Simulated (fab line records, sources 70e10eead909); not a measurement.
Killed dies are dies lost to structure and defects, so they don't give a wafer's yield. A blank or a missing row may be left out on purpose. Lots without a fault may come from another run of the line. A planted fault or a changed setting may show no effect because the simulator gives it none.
Which tool did it? | flow nand_harc | 7 lots, 21 wafers sampled, at 2 steps of a route of 1302

WHAT THE GAUGES READ, wafer by wafer
NHARC_A_ONON_D1_THK_MEAS_30: measures by ellipsometry.
lot  | measured     | on            | thk_nm (nm)
L466 | day 8 21:10  | film_metro-02 | 998 998 999
L469 | day 9 22:25  | film_metro-01 | 1006 1005 1006
L474 | day 11 21:25 | film_metro-02 | 709 709 709 709 711 709
L478 | day 13 16:10 | film_metro-01 | 995 995 995
L480 | day 14 20:42 | film_metro-02 | 1004 1004 1005
L484 | day 15 23:07 | film_metro-01 | 1010 1011 1011
L488 | day 18 00:11 | film_metro-01 | 993 991 994

WHICH TOOL RAN EACH LOT (tool, then ch and the chambers of the sampled wafers, then the start)
lot  | NHARC_A_ONON_D1_DEP_28
L466 | pecvd_onon-03 ch 0, day 8 20:40
L469 | pecvd_onon-01 ch 0, day 9 21:58
L474 | pecvd_onon-04 ch 0, day 11 20:58
L478 | pecvd_onon-03 ch 0, day 13 15:43
L480 | pecvd_onon-04 ch 0, day 14 20:14
L484 | pecvd_onon-04 ch 0, day 15 22:37
L488 | pecvd_onon-04 ch 0, day 17 23:41
- NHARC_A_ONON_D1_DEP_28: target thk 1000 nm.

THE ANSWER, worked out from the rows above alone
Rule: what is usual is taken from the lots themselves. Put in order of their means at a reading, lots are off if they are a third of the lots or fewer, leave a main group of 4 or more, and stand apart from it by a gap of 3 or more times the standard deviation of the main group's means; of several such gaps the widest counts. A main group whose means are all the same, to the digits that the tables above print for the reading, isn't used. A lot without any number at a reading at which 4 lots or more have one is off too. The other lots that the step has rows for count as sound.
Off: L474, at NHARC_A_ONON_D1_THK_MEAS_30 (thk_nm). The main group: mean 1001 nm, standard deviation 6.3.
A tool fits if, at a process step before that reading, it ran every lot that is off, and no sound lot after the first of them. The gauges at NHARC_A_ONON_D1_THK_MEAS_30 are tried like those tools. None of those tried fits.

WHAT THE SIMULATOR HAD PUT IN
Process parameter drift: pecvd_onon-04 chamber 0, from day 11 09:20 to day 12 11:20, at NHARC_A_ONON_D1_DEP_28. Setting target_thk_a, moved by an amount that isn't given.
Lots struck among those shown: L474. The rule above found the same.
